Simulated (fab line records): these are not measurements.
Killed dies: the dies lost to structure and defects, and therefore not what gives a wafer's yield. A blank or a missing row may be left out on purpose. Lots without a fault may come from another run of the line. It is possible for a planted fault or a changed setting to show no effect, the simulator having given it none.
Matching of chambers -- flow n5_finfet -- 4 sister chambers for N5_DUMMY_GATE_TRIM_49 on rie_si-02
The step chemistry O2, time 29 s, target cd 14 nm. 4 wafers are shown with their chamber, then 8 later ones without.

== WAFERS WITH THEIR CHAMBER ==
wafer,chamber,drypump_motor_current_A (A)
L076.6,1,5.3
L078.2,0,5.6
L087.5,3,6.6
L088.1,2,6.0

== WAFERS WITH NO CHAMBER GIVEN ==
wafer,drypump_motor_current_A (A)
L088.4,5.5
L088.5,6.6
L092.1,5.5
L092.2,5.3
L092.3,6.6
L096.3,6.6
L096.5,6.6
L096.6,5.5

== WHICH CHAMBER EACH WENT THROUGH ==
wafer,from the rows above,in truth
L088.4,can't be placed: 0 or 1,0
L088.5,3,3
L092.1,can't be placed: 0 or 1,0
L092.2,1,1
L092.3,3,3
L096.3,3,3
L096.5,3,3
L096.6,can't be placed: 0 or 1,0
Correct placement for 5 of the 8. Cannot be placed on the basis of these rows: 3; the candidates contain the true chamber in 3. Number placed wrongly: 0.
How it was worked out, from the rows above alone: a wafer's distance from a chamber is the root of the sum, over the readings, of the square of ((its reading less the chamber's mean) divided by the reading's scatter). The wafer belongs to the nearest chamber; if the next one is less than 2 further off, it can't be placed. A chamber's mean is the mean of its shown wafers. The scatter: with one shown wafer a chamber, the root of the mean of the squares of how far each hidden wafer lies from its nearest shown one.
